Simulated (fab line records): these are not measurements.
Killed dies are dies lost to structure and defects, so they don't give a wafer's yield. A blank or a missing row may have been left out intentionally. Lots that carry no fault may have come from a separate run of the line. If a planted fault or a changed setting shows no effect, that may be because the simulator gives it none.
Which tool is to blame? || flow n5 finfet || 7 lots, 21 wafers sampled, at 8 steps of a route of 1938

WHAT EACH GAUGE READ, for each wafer
N5_BEOL_M5_CD_MEAS_28: target cd 30.6 nm, target cd y 20 nm.
{"lot": "L863", "measured": "day 8 12:38", "on": "cd sem-02", "cd nm (nm)": "30.68 30.90 30.42"}
{"lot": "L866", "measured": "day 9 05:55", "on": "cd sem-01", "cd nm (nm)": "30.39 30.67 30.26"}
{"lot": "L872", "measured": "day 11 01:11", "on": "cd sem-02", "cd nm (nm)": "30.48 30.38 30.60"}
{"lot": "L873", "measured": "day 11 05:10", "on": "cd sem-02", "cd nm (nm)": "30.54 30.66 30.63"}
{"lot": "L875", "measured": "day 11 11:29", "on": "cd sem-03", "cd nm (nm)": "30.49 30.54 30.51"}
{"lot": "L878", "measured": "day 12 02:11", "on": "cd sem-01", "cd nm (nm)": "30.02 30.48 30.57"}
{"lot": "L883", "measured": "day 14 13:40", "on": "cd sem-01", "cd nm (nm)": "30.81 30.46 30.77"}

N5_BEOL_M5_OVL_MEAS_29.
{"lot": "L863", "measured": "day 8 12:40", "on": "overlay-02", "V4_OVL (nm)": "0.6 -0.4 0.8"}
{"lot": "L866", "measured": "day 9 05:56", "on": "overlay-02", "V4_OVL (nm)": "0.6 1.9 0.8"}
{"lot": "L872", "measured": "day 11 01:13", "on": "overlay-02", "V4_OVL (nm)": "0.0 -0.2 0.4"}
{"lot": "L873", "measured": "day 11 05:12", "on": "overlay-01", "V4_OVL (nm)": "-0.3 0.1 0.8"}
{"lot": "L875", "measured": "day 11 11:31", "on": "overlay-02", "V4_OVL (nm)": "-0.8 -0.2 -0.7"}
{"lot": "L878", "measured": "day 12 02:14", "on": "overlay-01", "V4_OVL (nm)": "-0.3 0.2 -0.9"}
{"lot": "L883", "measured": "day 14 13:42", "on": "overlay-01", "V4_OVL (nm)": "0.2 0.6 0.4"}

N5_BEOL_M5_OCD_MEAS_38.
{"lot": "L863", "measured": "day 8 13:11", "on": "ocd-02", "trench depth nm (nm)": "70.8 71.7 71.8"}
{"lot": "L866", "measured": "day 9 06:27", "on": "ocd-01", "trench depth nm (nm)": "72.0 73.2 72.0"}
{"lot": "L872", "measured": "day 11 01:43", "on": "ocd-02", "trench depth nm (nm)": "68.9 70.1 69.7"}
{"lot": "L873", "measured": "day 11 06:04", "on": "ocd-02", "trench depth nm (nm)": "72.2 72.3 97.8"}
{"lot": "L875", "measured": "day 11 12:02", "on": "ocd-02", "trench depth nm (nm)": "72.2 70.3 96.7"}
{"lot": "L878", "measured": "day 12 02:44", "on": "ocd-02", "trench depth nm (nm)": "70.5 73.3 72.9"}
{"lot": "L883", "measured": "day 14 14:12", "on": "ocd-02", "trench depth nm (nm)": "74.5 70.0 71.6"}

N5_BEOL_M5_THK_MEAS_53: measures by xrf.
{"lot": "L863", "measured": "day 8 19:39", "on": "film metro-02", "M5_THK (nm)": "61.7 63.8 63.0"}
{"lot": "L866", "measured": "day 9 13:04", "on": "film metro-01", "M5_THK (nm)": "62.0 64.3 62.3"}
{"lot": "L872", "measured": "day 11 08:29", "on": "film metro-02", "M5_THK (nm)": "60.7 61.2 60.1"}
{"lot": "L873", "measured": "day 11 13:28", "on": "film metro-02", "M5_THK (nm)": "66.4 65.0 92.4"}
{"lot": "L875", "measured": "day 11 18:32", "on": "film metro-01", "M5_THK (nm)": "60.2 60.9 85.9"}
{"lot": "L878", "measured": "day 12 09:49", "on": "film metro-01", "M5_THK (nm)": "60.9 63.5 61.6"}
{"lot": "L883", "measured": "day 14 21:17", "on": "film metro-01", "M5_THK (nm)": "64.5 62.8 62.5"}

N5_BEOL_M5_RS_MEAS_57: the measuring method here is four-point-probe.
{"lot": "L863", "measured": "day 8 19:59", "on": "film metro-01", "M5_RS (ohm/sq)": "0.395 0.378 0.385"}
{"lot": "L866", "measured": "day 9 13:21", "on": "film metro-01", "M5_RS (ohm/sq)": "0.391 0.372 0.389"}
{"lot": "L872", "measured": "day 11 08:44", "on": "film metro-01", "M5_RS (ohm/sq)": "0.406 0.405 0.412"}
{"lot": "L873", "measured": "day 11 13:43", "on": "film metro-01", "M5_RS (ohm/sq)": "0.368 0.379 0.248"}
{"lot": "L875", "measured": "day 11 18:50", "on": "film metro-02", "M5_RS (ohm/sq)": "0.402 0.395 0.263"}
{"lot": "L878", "measured": "day 12 10:04", "on": "film metro-01", "M5_RS (ohm/sq)": "0.397 0.375 0.390"}
{"lot": "L883", "measured": "day 14 21:32", "on": "film metro-01", "M5_RS (ohm/sq)": "0.370 0.382 0.382"}

N5_BEOL_M15_RC_MEAS_101.
{"lot": "L863", "measured": "day 11 23:58", "on": "prober-01", "COMB_M10 (S/m)": "1.3e-11 7e-12 1.1e-11", "COMB_M11 (S/m)": "1.4e-11 1.1e-11 1.1e-11", "COMB_M12 (S/m)": "4.6e-12 6.6e-12 4.6e-12", "COMB_M13 (S/m)": "3.9e-12 5.6e-12 5.6e-12", "COMB_M13_max_site (S/m)": "6.2e-12 6.5e-12 7.7e-12", "COMB_M14 (S/m)": "3.3e-12 3.9e-12 4e-12", "COMB_M15 (S/m)": "2.4e-12 2.6e-12 2.8e-12", "COMB_M6 (S/m)": "1.5e-11 2.2e-11 1.8e-11", "COMB_M7 (S/m)": "2.7e-11 2.9e-11 2.7e-11", "COMB_M8 (S/m)": "2.7e-11 1.7e-11 2.2e-11", "COMB_M9 (S/m)": "1e-11 1.3e-11 1.9e-11", "SERP_M10 (ohm/um)": "3.01 2.92 3.05", "SERP_M11 (ohm/um)": "3.04 3.09 3.04", "SERP_M12 (ohm/um)": "0.620 0.623 0.620", "SERP_M12_max_site (ohm/um)": "0.631 0.632 0.635", "SERP_M13 (ohm/um)": "0.310 0.302 0.310", "SERP_M14 (ohm/um)": "0.160 0.161 0.161", "SERP_M5 (ohm/um)": "38.8 39.8 37.9", "SERP_M5_max_site (ohm/um)": "40.7 41.2 39.6", "SERP_M6 (ohm/um)": "13.6 13.7 14.7", "SERP_M7 (ohm/um)": "14.0 14.0 13.7", "SERP_M8 (ohm/um)": "14.1 13.7 13.6", "SERP_M9 (ohm/um)": "2.96 2.98 3.09"}
{"lot": "L866", "measured": "day 12 14:16", "on": "prober-02", "COMB_M10 (S/m)": "1.2e-11 1.3e-11 1.7e-11", "COMB_M11 (S/m)": "1.4e-11 1.6e-11 1.1e-11", "COMB_M12 (S/m)": "4.9e-12 6.8e-12 7.7e-12", "COMB_M13 (S/m)": "5.2e-12 4.8e-12 3.7e-12", "COMB_M13_max_site (S/m)": "5.8e-12 6.1e-12 5e-12", "COMB_M14 (S/m)": "4e-12 3.2e-12 4.3e-12", "COMB_M15 (S/m)": "2.4e-12 2.5e-12 2.5e-12", "COMB_M6 (S/m)": "2.4e-11 2.3e-11 2.8e-11", "COMB_M7 (S/m)": "2.6e-11 3.4e-11 2.7e-11", "COMB_M8 (S/m)": "2.3e-11 2e-11 2.1e-11", "COMB_M9 (S/m)": "1.7e-11 1.4e-11 1e-11", "SERP_M10 (ohm/um)": "3.12 3.05 3.07", "SERP_M11 (ohm/um)": "3.01 2.91 2.98", "SERP_M12 (ohm/um)": "0.648 0.638 0.630", "SERP_M12_max_site (ohm/um)": "0.667 0.650 0.639", "SERP_M13 (ohm/um)": "0.310 0.309 0.314", "SERP_M14 (ohm/um)": "0.157 0.162 0.160", "SERP_M5 (ohm/um)": "37.8 36.6 38.5", "SERP_M5_max_site (ohm/um)": "38.9 38.5 40.0", "SERP_M6 (ohm/um)": "13.0 13.9 14.0", "SERP_M7 (ohm/um)": "14.2 14.3 13.8", "SERP_M8 (ohm/um)": "13.7 13.4 13.1", "SERP_M9 (ohm/um)": "3.01 3.12 3.07"}
{"lot": "L872", "measured": "day 13 23:47", "on": "prober-01", "COMB_M10 (S/m)": "1.3e-11 1.9e-11 1.3e-11", "COMB_M11 (S/m)": "1.7e-11 1.7e-11 1.5e-11", "COMB_M12 (S/m)": "5.9e-12 4.6e-12 5.8e-12", "COMB_M13 (S/m)": "5.2e-12 2.5e-12 5.3e-12", "COMB_M13_max_site (S/m)": "6.7e-12 3.4e-12 8.4e-12", "COMB_M14 (S/m)": "3.1e-12 3.5e-12 3.1e-12", "COMB_M15 (S/m)": "2e-12 1.4e-12 2.2e-12", "COMB_M6 (S/m)": "2.3e-11 2e-11 2.2e-11", "COMB_M7 (S/m)": "1.7e-11 2.7e-11 3.2e-11", "COMB_M8 (S/m)": "2.4e-11 2.2e-11 2.4e-11", "COMB_M9 (S/m)": "1.4e-11 1.1e-11 1.2e-11", "SERP_M10 (ohm/um)": "3.01 3.13 2.93", "SERP_M11 (ohm/um)": "3.13 3.04 3.10", "SERP_M12 (ohm/um)": "0.622 0.640 0.628", "SERP_M12_max_site (ohm/um)": "0.636 0.652 0.630", "SERP_M13 (ohm/um)": "0.305 0.309 0.317", "SERP_M14 (ohm/um)": "0.158 0.158 0.157", "SERP_M5 (ohm/um)": "40.5 40.6 40.7", "SERP_M5_max_site (ohm/um)": "42.7 42.2 43.0", "SERP_M6 (ohm/um)": "14.6 14.1 14.0", "SERP_M7 (ohm/um)": "14.2 13.7 14.2", "SERP_M8 (ohm/um)": "13.9 14.0 15.0", "SERP_M9 (ohm/um)": "2.92 3.02 3.09"}
{"lot": "L873", "measured": "day 14 08:33", "on": "prober-02", "COMB_M10 (S/m)": "1.9e-11 1.7e-11 1.5e-11", "COMB_M11 (S/m)": "1.1e-11 1.1e-11 1.1e-11", "COMB_M12 (S/m)": "6.2e-12 8.4e-12 7.6e-12", "COMB_M13 (S/m)": "4.6e-12 3.1e-12 4.1e-12", "COMB_M13_max_site (S/m)": "5.7e-12 4.1e-12 6.5e-12", "COMB_M14 (S/m)": "2.5e-12 5.2e-12 2.8e-12", "COMB_M15 (S/m)": "2.4e-12 2.9e-12 2.6e-12", "COMB_M6 (S/m)": "1.9e-11 2e-11 2.4e-11", "COMB_M7 (S/m)": "2.5e-11 2.1e-11 2.8e-11", "COMB_M8 (S/m)": "3.5e-11 2.1e-11 2.8e-11", "COMB_M9 (S/m)": "2e-11 1.2e-11 1.8e-11", "SERP_M10 (ohm/um)": "3.06 3.06 3.03", "SERP_M11 (ohm/um)": "3.05 3.15 3.10", "SERP_M12 (ohm/um)": "0.635 0.636 0.655", "SERP_M12_max_site (ohm/um)": "0.656 0.641 0.680", "SERP_M13 (ohm/um)": "0.324 0.312 0.327", "SERP_M14 (ohm/um)": "0.163 0.166 0.164", "SERP_M5 (ohm/um)": "35.3 38.8 24.8", "SERP_M5_max_site (ohm/um)": "36.0 39.9 25.7", "SERP_M6 (ohm/um)": "14.5 13.9 13.2", "SERP_M7 (ohm/um)": "14.5 13.2 13.3", "SERP_M8 (ohm/um)": "13.1 14.0 13.8", "SERP_M9 (ohm/um)": "3.14 3.14 3.02"}
{"lot": "L875", "measured": "day 14 13:10", "on": "prober-02", "COMB_M10 (S/m)": "2e-11 1.9e-11 1.5e-11", "COMB_M11 (S/m)": "1.2e-11 1.3e-11 9e-12", "COMB_M12 (S/m)": "4.1e-12 7.5e-12 8e-12", "COMB_M13 (S/m)": "3.6e-12 3.7e-12 5.4e-12", "COMB_M13_max_site (S/m)": "5.2e-12 5e-12 6.5e-12", "COMB_M14 (S/m)": "2.8e-12 2.9e-12 3e-12", "COMB_M15 (S/m)": "2.4e-12 2e-12 3.6e-12", "COMB_M6 (S/m)": "2.5e-11 2.3e-11 2.7e-11", "COMB_M7 (S/m)": "2.9e-11 2.8e-11 3.1e-11", "COMB_M8 (S/m)": "2.7e-11 2.7e-11 3e-11", "COMB_M9 (S/m)": "1.3e-11 1.1e-11 1e-11", "SERP_M10 (ohm/um)": "2.98 3.07 3.13", "SERP_M11 (ohm/um)": "3.10 3.16 3.08", "SERP_M12 (ohm/um)": "0.631 0.613 0.610", "SERP_M12_max_site (ohm/um)": "0.641 0.628 0.629", "SERP_M13 (ohm/um)": "0.317 0.316 0.315", "SERP_M14 (ohm/um)": "0.160 0.160 0.159", "SERP_M5 (ohm/um)": "39.5 38.7 26.6", "SERP_M5_max_site (ohm/um)": "41.3 40.0 27.6", "SERP_M6 (ohm/um)": "14.5 14.8 14.2", "SERP_M7 (ohm/um)": "14.5 14.1 13.9", "SERP_M8 (ohm/um)": "15.0 14.3 14.9", "SERP_M9 (ohm/um)": "3.07 3.10 3.09"}
{"lot": "L878", "measured": "day 15 04:41", "on": "prober-01", "COMB_M10 (S/m)": "1.5e-11 1.5e-11 1.4e-11", "COMB_M11 (S/m)": "1.6e-11 1.4e-11 1.7e-11", "COMB_M12 (S/m)": "7.1e-12 4.2e-12 4e-12", "COMB_M13 (S/m)": "5.1e-12 7.1e-12 6.8e-12", "COMB_M13_max_site (S/m)": "7e-12 1.14e-11 8e-12", "COMB_M14 (S/m)": "3.4e-12 4.6e-12 3.9e-12", "COMB_M15 (S/m)": "2.2e-12 1.9e-12 2.8e-12", "COMB_M6 (S/m)": "2.3e-11 1.9e-11 2.7e-11", "COMB_M7 (S/m)": "2.9e-11 3.1e-11 2.7e-11", "COMB_M8 (S/m)": "2e-11 3e-11 2.7e-11", "COMB_M9 (S/m)": "8e-12 1.5e-11 1e-11", "SERP_M10 (ohm/um)": "3.09 3.04 3.16", "SERP_M11 (ohm/um)": "3.09 3.20 3.14", "SERP_M12 (ohm/um)": "0.629 0.604 0.607", "SERP_M12_max_site (ohm/um)": "0.650 0.630 0.620", "SERP_M13 (ohm/um)": "0.308 0.307 0.320", "SERP_M14 (ohm/um)": "0.168 0.171 0.168", "SERP_M5 (ohm/um)": "39.6 37.3 39.5", "SERP_M5_max_site (ohm/um)": "40.4 38.6 40.7", "SERP_M6 (ohm/um)": "12.3 13.4 13.4", "SERP_M7 (ohm/um)": "13.6 13.7 13.5", "SERP_M8 (ohm/um)": "13.7 14.5 13.9", "SERP_M9 (ohm/um)": "3.06 2.88 3.07"}
{"lot": "L883", "measured": "day 18 11:51", "on": "prober-01", "COMB_M10 (S/m)": "1.8e-11 1.4e-11 1.6e-11", "COMB_M11 (S/m)": "1.4e-11 1.4e-11 1.4e-11", "COMB_M12 (S/m)": "5.3e-12 5.3e-12 5.7e-12", "COMB_M13 (S/m)": "4.1e-12 5.2e-12 7.4e-12", "COMB_M13_max_site (S/m)": "6.9e-12 7.9e-12 1.2e-11", "COMB_M14 (S/m)": "3.5e-12 3.2e-12 3.9e-12", "COMB_M15 (S/m)": "1.8e-12 2.2e-12 1.5e-12", "COMB_M6 (S/m)": "2.3e-11 2.8e-11 2.2e-11", "COMB_M7 (S/m)": "2.6e-11 2.3e-11 2.1e-11", "COMB_M8 (S/m)": "2.5e-11 2.8e-11 2.4e-11", "COMB_M9 (S/m)": "1.4e-11 1.6e-11 1.8e-11", "SERP_M10 (ohm/um)": "3.04 3.05 3.03", "SERP_M11 (ohm/um)": "3.30 3.32 3.17", "SERP_M12 (ohm/um)": "0.609 0.638 0.633", "SERP_M12_max_site (ohm/um)": "0.619 0.652 0.640", "SERP_M13 (ohm/um)": "0.317 0.315 0.316", "SERP_M14 (ohm/um)": "0.162 0.167 0.152", "SERP_M5 (ohm/um)": "37.3 38.3 37.7", "SERP_M5_max_site (ohm/um)": "41.8 41.0 39.5", "SERP_M6 (ohm/um)": "13.4 12.7 14.1", "SERP_M7 (ohm/um)": "13.0 14.5 13.7", "SERP_M8 (ohm/um)": "14.0 13.8 14.1", "SERP_M9 (ohm/um)": "3.25 3.02 3.20"}

WHICH TOOL RAN EACH LOT (tool, then ch and the chambers of the sampled wafers, then the start)
{"lot": "L863", "N5_BEOL_M5_ETCH_75": "rie diel-06 ch 0,3, day 8 12:48", "N5_BEOL_M5_TRENCH_ETCH_37": "rie diel-06 ch 0,3, day 8 13:02"}
{"lot": "L866", "N5_BEOL_M5_ETCH_75": "rie diel-06 ch 1,3, day 9 06:04", "N5_BEOL_M5_TRENCH_ETCH_37": "rie diel-06 ch 1,3, day 9 06:17"}
{"lot": "L872", "N5_BEOL_M5_ETCH_75": "rie diel-04 ch 0,1,3, day 11 01:20", "N5_BEOL_M5_TRENCH_ETCH_37": "rie diel-04 ch 0,1,3, day 11 01:34"}
{"lot": "L873", "N5_BEOL_M5_ETCH_75": "rie diel-06 ch 0,1,2, day 11 05:41", "N5_BEOL_M5_TRENCH_ETCH_37": "rie diel-06 ch 0,1,2, day 11 05:55"}
{"lot": "L875", "N5_BEOL_M5_ETCH_75": "rie diel-06 ch 0,1,2, day 11 11:38", "N5_BEOL_M5_TRENCH_ETCH_37": "rie diel-06 ch 0,1,2, day 11 11:52"}
{"lot": "L878", "N5_BEOL_M5_ETCH_75": "rie diel-02 ch 0,2,3, day 12 02:21", "N5_BEOL_M5_TRENCH_ETCH_37": "rie diel-02 ch 0,2,3, day 12 02:35"}
{"lot": "L883", "N5_BEOL_M5_ETCH_75": "rie diel-06 ch 0,2,3, day 14 13:49", "N5_BEOL_M5_TRENCH_ETCH_37": "rie diel-06 ch 0,2,3, day 14 14:03"}
- N5_BEOL_M5_ETCH_75: etches underlayer in N2/H2, target depth 6.5 nm, time 5.2 s.
- N5_BEOL_M5_TRENCH_ETCH_37: etches SiCOH lowk in C4F6/O2, target depth 71.652 nm, time 24.7 s.

WHAT THE TOOLS THEMSELVES READ (means of the sampled wafers that have a number; where no wafer has one, the mark that the record gives instead)
N5_BEOL_M5_ETCH_75.
{"lot": "L863", "tool": "rie diel-06", "bias w (W)": 149.9, "drypump motor current A (A)": 5.4, "etch rf on time s (s)": 5.17, "h2 flow sccm (sccm)": 199.9, "oes product au (a.u.)": 0.61, "rf vpp V (V)": 522.7, "showerhead plenum p Torr (Torr)": 2.50, "throttle valve pct (%)": 18.06}
{"lot": "L866", "tool": "rie diel-06", "bias w (W)": 150.2, "drypump motor current A (A)": 5.4, "etch rf on time s (s)": 5.23, "h2 flow sccm (sccm)": 200.1, "oes product au (a.u.)": 0.64, "rf vpp V (V)": 521.5, "showerhead plenum p Torr (Torr)": 2.50, "throttle valve pct (%)": 18.06}
{"lot": "L872", "tool": "rie diel-04", "bias w (W)": 150.3, "drypump motor current A (A)": 5.7, "etch rf on time s (s)": 5.35, "h2 flow sccm (sccm)": 199.5, "oes product au (a.u.)": 0.63, "rf vpp V (V)": 524.4, "showerhead plenum p Torr (Torr)": 2.54, "throttle valve pct (%)": 17.83}
{"lot": "L873", "tool": "rie diel-06", "bias w (W)": 150.0, "drypump motor current A (A)": 5.5, "etch rf on time s (s)": 5.23, "h2 flow sccm (sccm)": 200.4, "oes product au (a.u.)": 0.64, "rf vpp V (V)": 523.2, "showerhead plenum p Torr (Torr)": 2.54, "throttle valve pct (%)": 17.87}
{"lot": "L875", "tool": "rie diel-06", "bias w (W)": 149.7, "drypump motor current A (A)": 5.5, "etch rf on time s (s)": 5.19, "h2 flow sccm (sccm)": 199.6, "oes product au (a.u.)": 0.64, "rf vpp V (V)": 524.6, "showerhead plenum p Torr (Torr)": 2.54, "throttle valve pct (%)": 17.86}
{"lot": "L878", "tool": "rie diel-02", "bias w (W)": 149.9, "drypump motor current A (A)": 5.4, "etch rf on time s (s)": 5.17, "h2 flow sccm (sccm)": 200.0, "oes product au (a.u.)": 0.67, "rf vpp V (V)": 523.5, "showerhead plenum p Torr (Torr)": 2.57, "throttle valve pct (%)": 17.91}
{"lot": "L883", "tool": "rie diel-06", "bias w (W)": 149.8, "drypump motor current A (A)": 5.5, "etch rf on time s (s)": 5.19, "h2 flow sccm (sccm)": 199.9, "oes product au (a.u.)": 0.69, "rf vpp V (V)": 523.0, "showerhead plenum p Torr (Torr)": 2.50, "throttle valve pct (%)": 17.83}

N5_BEOL_M5_TRENCH_ETCH_37.
{"lot": "L863", "tool": "rie diel-06", "bias w (W)": 184.7, "drypump motor current A (A)": 5.4, "oes product au (a.u.)": 0.72, "rf vpp V (V)": 658, "run length s (s)": 47.7, "showerhead plenum p Torr (Torr)": 2.79, "throttle valve pct (%)": 21.09}
{"lot": "L866", "tool": "rie diel-06", "bias w (W)": 185.6, "drypump motor current A (A)": 5.4, "oes product au (a.u.)": 0.76, "rf vpp V (V)": 654, "run length s (s)": 47.5, "showerhead plenum p Torr (Torr)": 2.79, "throttle valve pct (%)": 21.04}
{"lot": "L872", "tool": "rie diel-04", "bias w (W)": 185.0, "drypump motor current A (A)": 5.7, "oes product au (a.u.)": 0.74, "rf vpp V (V)": 672, "run length s (s)": 48.0, "showerhead plenum p Torr (Torr)": 2.83, "throttle valve pct (%)": 20.77}
{"lot": "L873", "tool": "rie diel-06", "bias w (W)": 185.3, "drypump motor current A (A)": 5.5, "oes product au (a.u.)": 0.76, "rf vpp V (V)": 662, "run length s (s)": 50.6, "showerhead plenum p Torr (Torr)": 2.84, "throttle valve pct (%)": 20.93}
{"lot": "L875", "tool": "rie diel-06", "bias w (W)": 185.3, "drypump motor current A (A)": 5.5, "oes product au (a.u.)": 0.76, "rf vpp V (V)": 661, "run length s (s)": 50.8, "showerhead plenum p Torr (Torr)": 2.84, "throttle valve pct (%)": 20.93}
{"lot": "L878", "tool": "rie diel-02", "bias w (W)": 185.2, "drypump motor current A (A)": 5.4, "oes product au (a.u.)": 0.79, "rf vpp V (V)": 650, "run length s (s)": 48.3, "showerhead plenum p Torr (Torr)": 2.84, "throttle valve pct (%)": 20.78}
{"lot": "L883", "tool": "rie diel-06", "bias w (W)": 185.5, "drypump motor current A (A)": 5.5, "oes product au (a.u.)": 0.82, "rf vpp V (V)": 661, "run length s (s)": 47.9, "showerhead plenum p Torr (Torr)": 2.80, "throttle valve pct (%)": 20.92}

THE ANSWER, worked out from the rows above alone
Rule: usual is defined by the lots themselves. Put in order of their means at a reading, lots are off if they are a third of the lots or fewer, leave a main group of 4 or more, and stand apart from it by a gap of 3 or more times the standard deviation of the main group's means; of several such gaps the widest counts. Not used: any main group whose means are identical at the precision the tables above print for the reading. A lot without any number at a reading at which 4 lots or more have one is off too. Where the step has rows for the other lots, those lots are counted as sound. Order of review: gauges by route order, followed by the tools' own readings, for which a lot's mean as printed above is used. The first step at which some lot is off is used, and at that step the reading that is off furthest; a lot without a number counts as furthest.
Off at N5_BEOL_M5_OCD_MEAS_38 (trench depth nm): L873, L875. Mean 71.5 nm and standard deviation 1 in the main group.
If a tool, at a process step before that reading, ran all the lots that are off and no sound lot after the first of them, it fits. Not tried: the gauges at N5_BEOL_M5_OCD_MEAS_38; whatever is off there is also off at N5_BEOL_M5_THK_MEAS_53, on other tools, and gauge error can't account for it. Of those tried, none fits.

WHAT THE SIMULATOR PUT IN
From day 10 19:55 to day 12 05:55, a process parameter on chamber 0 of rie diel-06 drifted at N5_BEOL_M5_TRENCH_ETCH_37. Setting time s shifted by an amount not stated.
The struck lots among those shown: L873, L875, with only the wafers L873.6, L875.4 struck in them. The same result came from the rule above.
